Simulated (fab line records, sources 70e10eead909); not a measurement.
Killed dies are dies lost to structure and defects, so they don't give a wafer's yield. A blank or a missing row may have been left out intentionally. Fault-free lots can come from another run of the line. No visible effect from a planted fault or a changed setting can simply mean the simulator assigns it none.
fab line records	flow nandHarc
record: lots: 13	wafers: 39	lastDay: 33
route steps=1302 shown P_CONTACT@246 P_M0@264 END@1302
lots that met no fault: taken from a fault-free run of the same line
startH: hours from the record's first day to the start of the lot's first wafer shown	waitH: hours since the lot's step before	" same as the row above	L1.1+2: a single row standing in for several wafers	- value missing, or start not given	* or withheld: withheld	< > ~ a bound
route shown NAME@n: names a module that has steps shown in the file, with the first one's number in the route	usual: the fault-free wafers' mean and standard deviation	same: alike in all rows	chamber/n: place in a boat	sites: per-site readings	_std_site: standard deviation of those values	_edge_site: inner sites' mean taken away from outer sites' mean	radiusMm: for every site, how far away it sits from the centre of the wafer	mask NAME#n: copy n	behind: tool/chamber where the wafer was last shaped	hold: why the lot went on hold/how many hours it stayed there/how the hold came to an end	device: the transistor (n, p or np) that didn't switch	end of line: tests of these same wafers at the route's end	where a step has no rows: the recipe by itself	killed: at the first sort, the dies lost to defects and structure; wafer yield is something else	map: a wafer's dies, x killed, . not, _ none there
set.NAME: the setting the step ran with; set.NAME@STEP: the setting that earlier step ran with	model.NAME: the simulator's own value behind a step, which no gauge read
steps of the route over a sample of lots; a table a step, a row a wafer
services: a tool's chamber out of use, with start hour (startH, from the record's first day; less than 0 if before it), hours out, and reason
== steps ==
step: NHARC_P_CONTACT_PVD_32
recipe: targetThkA: 50	chamberPressurePa: 5	powerW: 5000	substrateTempC: 200	timeS: 17.7	material: Ti
usual: chamberPressurePa: 5.000/0.011	throttleValvePct: 30.0/1.2
same: timeS: 17.7
lot.wafer	tool	chamber	startH	waitH	chamberPressurePa	throttleValvePct
L664.4	pvdSputter-02	-	-	-	4.996	29.8
L664.1	"	-	"	"	4.999	31.8
L664.5	"	-	"	"	5.005	31.6
L665.4	pvdSputter-03	-	-	-	5.005	30.2
L665.3	"	-	"	"	5.008	28.9
L665.6	"	-	"	"	5.012	30.3
L666.2	pvdSputter-03	-	-	-	5.005	28.7
L666.3	"	-	"	"	5.002	29.9
L666.5	"	-	"	"	5.003	30.0
L671.3	pvdSputter-01	-	-	-	5.006	30.8
L671.1	"	-	"	"	5.005	27.3
L671.5	"	-	"	"	5.003	31.0
L675.3	pvdSputter-01	-	-	-	4.993	28.1
L675.4	"	-	"	"	5.001	28.3
L675.6	"	-	"	"	4.993	27.9
L677.1	pvdSputter-03	-	-	-	4.994	29.8
L677.4	"	-	"	"	5.003	29.9
L677.6	"	-	"	"	4.989	30.0
L676.4	pvdSputter-01	-	-	-	5.004	28.5
L676.1	"	-	"	"	5.005	28.0
L676.5	"	-	"	"	4.999	28.5
L679.3	pvdSputter-01	-	-	-	5.018	28.1
L679.2	"	-	"	"	5.000	30.6
L679.6	"	-	"	"	5.002	30.7
L680.4	pvdSputter-02	-	-	-	4.990	30.3
L680.5	"	-	"	"	4.990	30.5
L680.6	"	-	"	"	4.983	30.1
L682.4	pvdSputter-01	-	-	-	5.009	28.1
L682.1	"	-	"	"	5.010	28.1
L682.2	"	-	"	"	5.017	30.4
L683.2	pvdSputter-01	-	-	-	4.992	30.1
L683.3	"	-	"	"	5.012	28.4
L683.6	"	-	"	"	4.999	27.9
L684.2	pvdSputter-02	-	-	-	4.999	29.9
L684.4	"	-	"	"	5.008	31.5
L684.5	"	-	"	"	5.012	31.5
L685.4	pvdSputter-03	-	-	-	5.008	30.5
L685.2	"	-	"	"	5.019	30.6
L685.5	"	-	"	"	5.001	30.7
step: NHARC_P_M0_OVL_MEAS_10
recipe: pitchNm: 180
usual: overlayXNm: 0.3/0.81	overlayYNm: 0.2/0.91
lot.wafer	tool	chamber	startH	waitH	overlayXNm	overlayYNm
L664.1	overlay-02	-	138.76	-	-0.9	1.2
L664.4	"	-	"	"	-0.4	1.0
L664.5	"	-	"	"	-0.4	0.6
L665.3	overlay-01	-	150.29	-	-0.2	0.5
L665.4	"	-	"	"	0.2	0.1
L665.6	"	-	"	"	-0.5	0.4
L666.2	overlay-01	-	158.40	-	-2.6	-0.2
L666.3	"	-	"	"	-2.2	0.2
L666.5	"	-	"	"	-1.7	0.3
L671.1	overlay-02	-	216.03	-	-0.2	-0.8
L671.3	"	-	"	"	-0.1	-0.3
L671.5	"	-	"	"	0.5	-0.3
L675.3	overlay-01	-	268.88	-	1.3	-1.0
L675.4	"	-	"	"	1.1	-1.0
L675.6	"	-	"	"	0.5	-0.7
L677.1	overlay-02	-	269.44	-	0.4	0.8
L677.4	"	-	"	"	0.2	1.0
L677.6	"	-	"	"	0.8	0.5
L676.1	overlay-02	-	271.85	-	0.9	0.0
L676.4	"	-	"	"	1.4	0.1
L676.5	"	-	"	"	1.2	-0.1
L679.2	overlay-02	-	287.26	-	-0.3	0.0
L679.3	"	-	"	"	-0.1	-0.4
L679.6	"	-	"	"	0.1	0.4
L680.4	overlay-02	-	305.47	-	1.6	0.3
L680.5	"	-	"	"	1.3	0.3
L680.6	"	-	"	"	0.7	-0.2
L682.1	overlay-01	-	321.24	-	0.3	-0.6
L682.2	"	-	"	"	0.7	-1.0
L682.4	"	-	"	"	1.3	-0.8
L683.2	overlay-01	-	329.46	-	1.4	-0.7
L683.3	"	-	"	"	1.5	-1.1
L683.6	"	-	"	"	1.7	-0.8
L684.2	overlay-01	-	342.62	-	0.5	-0.8
L684.4	"	-	"	"	-0.3	-1.1
L684.5	"	-	"	"	0.5	-0.8
L685.2	overlay-01	-	346.30	-	0.2	2.1
L685.4	"	-	"	"	-0.1	2.2
L685.5	"	-	"	"	0.6	2.1
step: NHARC_P_M0_ETCH_15
recipe: targetDepthA: 1500	overetchA: 150	timeS: 82.5	c4f8FlowSccm: withheld	arFlowSccm: 400	rfW: 600	biasW: 300	chemistry: C4F8/Ar
usual: chamberPressureMTorr: 25.003/0.022	oesProductAu: 0.951/0.024	rfVppV: 441.0/2.6	runLengthS: 103.8/0.46
lot.wafer	tool	chamber	startH	waitH	chamberPressureMTorr	oesProductAu	rfHoursCounterH	rfVppV	runLengthS
L664.1	rieDiel-13	1	139.04	-	24.977	0.902	44	442.7	103.3
L664.4	"	2	"	"	25.003	0.901	47	440.2	103.5
L664.5	"	1	"	"	25.014	0.903	-	442.2	103.2
L665.3	rieDiel-12	0	150.57	-	24.997	0.931	6	438.1	103.7
L665.4	"	2	"	"	24.960	0.931	7	443.3	104.2
L665.6	"	0	"	"	25.013	0.932	-	437.1	103.1
L666.3	rieDiel-13	2	158.69	-	25.004	0.914	52	438.0	103.8
L666.2	"	0	"	"	24.986	0.932	50	443.4	104.1
L666.5	"	1	"	"	25.039	0.915	-	445.1	103.7
L671.3	rieDiel-12	0	216.31	-	25.027	0.972	16	437.5	90.8
L671.1	"	2	"	"	24.994	0.984	19	442.8	104.0
L671.5	"	0	"	"	25.017	0.978	-	436.3	91.4
L675.4	rieDiel-13	0	269.15	-	25.010	0.975	28	444.4	103.9
L675.3	"	1	"	"	25.035	0.973	30	443.5	103.4
L675.6	"	0	"	"	25.014	0.967	-	442.3	103.9
L677.4	rieDiel-13	3	269.72	-	25.006	0.929	27	442.6	104.5
L677.1	"	0	"	"	24.949	0.914	28	442.9	104.1
L677.6	"	1	"	"	24.976	0.932	-	443.5	103.5
L676.4	rieDiel-02	3	272.23	-	25.006	0.962	16	442.2	103.9
L676.1	"	0	"	"	25.007	0.937	17	437.5	104.2
L676.5	"	1	"	"	25.016	0.958	-	443.7	103.2
L679.3	rieDiel-12	0	287.55	-	25.008	0.952	2	437.7	103.0
L679.2	"	1	"	"	25.033	0.939	1	445.9	103.7
L679.6	"	3	"	"	25.001	0.972	-	438.7	103.8
L680.5	rieDiel-12	3	305.80	-	24.979	0.946	-	439.3	104.3
L680.4	"	0	"	"	24.994	0.952	-	436.4	103.2
L680.6	"	2	"	"	25.009	0.966	-	442.8	104.0
L682.2	rieDiel-12	2	321.55	-	24.989	0.970	8	443.0	104.3
L682.1	"	3	"	"	24.977	0.955	8	438.5	103.9
L682.4	"	2	"	"	25.017	0.963	-	443.2	103.9
L683.2	rieDiel-13	3	329.74	-	24.991	0.941	46	441.6	104.7
L683.3	"	0	"	"	25.010	0.930	48	443.1	103.8
L683.6	"	2	"	"	25.008	0.929	-	439.0	103.7
L684.2	rieDiel-02	0	343.56	-	24.978	0.934	41	439.2	104.2
L684.5	"	3	"	"	24.973	0.940	-	441.9	104.2
L684.4	"	1	"	"	24.981	0.958	-	444.8	103.1
L685.4	rieDiel-12	3	346.69	-	25.011	0.952	13	439.0	104.3
L685.2	"	0	"	"	25.009	0.936	13	437.0	102.8
L685.5	"	2	"	"	25.036	0.949	-	443.6	104.1
step: NHARC_P_M0_CD_MEAS_16
usual: cdNm: 89.5/0.92
lot.wafer	tool	chamber	startH	waitH	cdNm
L664.1	cdSem-01	-	139.16	-	89.7
L664.4	"	-	"	"	90.1
L664.5	"	-	"	"	89.9
L665.3	cdSem-03	-	150.69	-	89.4
L665.4	"	-	"	"	88.7
L665.6	"	-	"	"	89.1
L666.2	cdSem-02	-	158.82	-	89.0
L666.3	"	-	"	"	90.1
L666.5	"	-	"	"	89.8
L671.1	cdSem-02	-	216.43	-	91.5
L671.3	"	-	"	"	89.7
L671.5	"	-	"	"	89.2
L675.3	cdSem-01	-	269.28	-	88.4
L675.4	"	-	"	"	89.1
L675.6	"	-	"	"	88.2
L677.1	cdSem-03	-	269.84	-	90.6
L677.4	"	-	"	"	90.8
L677.6	"	-	"	"	90.6
L676.1	cdSem-01	-	272.34	-	88.5
L676.4	"	-	"	"	88.9
L676.5	"	-	"	"	87.9
L679.2	cdSem-01	-	287.66	-	89.1
L679.3	"	-	"	"	87.9
L679.6	"	-	"	"	89.6
L680.4	cdSem-01	-	305.91	-	88.7
L680.5	"	-	"	"	90.0
L680.6	"	-	"	"	88.8
L682.1	cdSem-03	-	321.68	-	88.1
L682.2	"	-	"	"	89.6
L682.4	"	-	"	"	89.6
L683.2	cdSem-03	-	329.86	-	88.6
L683.3	"	-	"	"	88.0
L683.6	"	-	"	"	88.1
L684.2	cdSem-02	-	343.69	-	88.3
L684.4	"	-	"	"	89.6
L684.5	"	-	"	"	88.9
L685.2	cdSem-03	-	346.81	-	90.3
L685.4	"	-	"	"	89.9
L685.5	"	-	"	"	90.7
step: NHARC_END_SORT_01
recipe: tempC: 25
usual: defectLimitedYield: 90.6/2.6	killedAtArray: 58/18	killedAtOther: 1.0/1.5	killedAtPeriphery: 4/3.1	killedDies: 64/18	killedOpen: 3.4/1.9	killedShort: 2.7/1.7
same: grossDies: 677
lot.wafer	tool	chamber	startH	waitH	defectLimitedYield[%]	killedAtArray	killedAtOther	killedAtPeriphery	killedDies	killedOpen	killedShort
L665.3	prober-01	0	586.94	3.1	88.2	78	0	2	80	2	4
L665.4	prober-01	0	587.74	3.4	88.3	75	1	3	79	4	3
L665.6	prober-01	0	589.34	4.0	87.7	77	0	6	83	8	4
L671.1	prober-02	0	678.37	2.5	92.0	49	2	3	54	4	1
L671.3	prober-02	0	680.00	3.1	0	60	0	617	677	4	0
L671.5	prober-02	0	681.62	3.8	0	57	0	620	677	4	1
L682.1	prober-02	0	776.75	2.5	88.6	73	1	3	77	2	1
L682.2	prober-02	0	777.57	2.8	88.8	71	1	4	76	2	4
L682.4	prober-02	0	779.19	3.4	87.7	69	6	8	83	5	4
killed by level:class
L665.3 A_CHANNEL_HOLE_D2:chamberFilmFlake=35 A_SLIT:chamberFilmFlake=27 A_CONTACT:chamberFilmFlake=4 A_CHANNEL_HOLE_D1:chamberFilmFlake=2 A_SOURCE_PLATE:geometricParticle:short=1 A_ONON_D1:geometricParticle:open=1 A_CHANNEL_HOLE_D1:geometricParticle:short=1 A_CHANNEL_FILL_D2:geometricParticle:short=1
L665.4 A_CHANNEL_HOLE_D2:chamberFilmFlake=33 A_SLIT:chamberFilmFlake=21 A_CONTACT:chamberFilmFlake=5 A_STAIRCASE:chamberFilmFlake=4 A_SOURCE_PLATE:geometricParticle:short=2 A_BLC:geometricParticle:open=2 A_CHANNEL_HOLE_D1:chamberFilmFlake=2 A_CHANNEL_FILL_D1:chamberFilmFlake=2
L665.6 A_CHANNEL_HOLE_D2:chamberFilmFlake=32 A_SLIT:chamberFilmFlake=25 A_WL_FILL:chamberFilmFlake=3 A_CONTACT:chamberFilmFlake=3 P_CONTACT:geometricParticle:open=2 A_CHANNEL_HOLE_D1:geometricParticle:open=2 A_CHANNEL_HOLE_D1:chamberFilmFlake=2 A_BLC:chamberFilmFlake=2
L671.1 A_SLIT:chamberFilmFlake=35 A_CHANNEL_HOLE_D2:chamberFilmFlake=5 A_DECK1_JOINT:chamberFilmFlake=2 A_STAIRCASE:chamberFilmFlake=2 THIN_TSV:chamberFilmFlake=2 P_CONTACT:geometricParticle:open=1 P_M1:geometricParticle:open=1 A_CHANNEL_HOLE_D1:geometricParticle:short=1
L671.3 P_M0:areaEtch=614 A_SLIT:chamberFilmFlake=27 A_CHANNEL_HOLE_D2:chamberFilmFlake=12 A_CHANNEL_HOLE_D1:chamberFilmFlake=5 A_STAIRCASE:chamberFilmFlake=3 A_CONTACT:chamberFilmFlake=3 A_M0:geometricParticle:open=2 P_M2:chamberFilmFlake=2
L671.5 P_M0:areaEtch=617 A_SLIT:chamberFilmFlake=31 A_CHANNEL_HOLE_D2:chamberFilmFlake=12 A_CONTACT:chamberFilmFlake=3 P_ZERO_WELL:chamberFilmFlake=2 A_CHANNEL_HOLE_D1:chamberFilmFlake=2 P_CONTACT:geometricParticle:open=1 A_CHANNEL_FILL_D1:geometricParticle:open=1
L682.1 A_SLIT:chamberFilmFlake=30 A_CONTACT:chamberFilmFlake=15 A_CHANNEL_HOLE_D2:chamberFilmFlake=12 A_CHANNEL_HOLE_D1:chamberFilmFlake=8 A_STAIRCASE:chamberFilmFlake=3 P_CONTACT:chamberFilmFlake=2 A_BLC:chamberFilmFlake=2 P_M1:geometricParticle:open=1
L682.2 A_CHANNEL_HOLE_D2:chamberFilmFlake=18 A_SLIT:chamberFilmFlake=18 A_CONTACT:chamberFilmFlake=12 A_CHANNEL_HOLE_D1:chamberFilmFlake=8 A_BONDPAD:chamberFilmFlake=7 A_ONON_D2:geometricParticle:short=2 P_ZERO_WELL:chamberFilmFlake=2 P_GATE:chamberFilmFlake=2
L682.4 A_SLIT:chamberFilmFlake=30 A_CHANNEL_HOLE_D2:chamberFilmFlake=11 A_CONTACT:chamberFilmFlake=10 A_CHANNEL_HOLE_D1:chamberFilmFlake=8 THIN_TSV:chamberFilmFlake=6 A_BLC:geometricParticle:open=3 P_ZERO_WELL:chamberFilmFlake=3 P_M0:geometricParticle:short=2
== services ==
tool	chamber	startH	hours	kind
rieDiel-13	0	130.13	4.5	repair
pvdSputter-02	-	138.97	1.7	repair
rieDiel-13	-	165.00	9.0	pm
pvdSputter-03	-	170.00	10.0	pm
pvdSputter-01	-	170.39	7.5	repair
rieDiel-02	1	178.38	1.9	repair
rieDiel-02	3	190.03	5.8	repair
rieDiel-02	-	217.00	9.0	pm
pvdSputter-01	-	226.02	10.0	pm
pvdSputter-02	-	237.16	14.7	repair
rieDiel-02	-	248.82	0.7	repair
rieDiel-02	1	264.82	3.1	repair
rieDiel-12	-	268.46	9.0	pm
rieDiel-13	2	274.74	15.4	repair
rieDiel-02	0	275.98	1.6	repair
rieDiel-02	1	276.43	28.6	repair
rieDiel-02	0	280.84	3.0	repair
pvdSputter-02	-	282.00	10.0	pm
rieDiel-13	2	296.18	5.9	repair
pvdSputter-03	-	304.34	2.8	repair
rieDiel-12	1	305.40	21.4	repair
pvdSputter-02	-	332.00	7.5	repair
rieDiel-12	1	332.39	5.6	repair
rieDiel-13	-	342.08	9.0	pm
== key ==
firstSign: step: NHARC_P_M0_ETCH_15	reading: runLengthS	direction: down	sigmas: 28	usual: *	struck: *
effect: step: NHARC_END_SORT_01	reading: killedAtPeriphery	direction: up	sigmas: 99+	usual: 4	struck: 618
moreKillsBornAt: NHARC_P_M0_ETCH_15@rieDiel-12: 1231
metAt NHARC_P_M0_ETCH_15
struckLots L671
struckWafers L671.3,L671.5
laterRowsLeftOut L671.3,L671.5
notActingAt NHARC_P_CONTACT_PVD_32,NHARC_P_M0_OVL_MEAS_10,NHARC_P_M0_CD_MEAS_16
onsetBetween 150.57 216.31
fault: kind: processParameterDrift	tool: rieDiel-12	chamber: 0	onsetH: 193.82	steps: NHARC_P_M0_ETCH_15	channel: timeS	offset: *	shape: step	endH: 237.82	actsIn: *	stated: *
laterRowsLeftOut: the simulator's readings of these wafers behind a module that went badly wrong aren't trusted and aren't shown, but for the sort
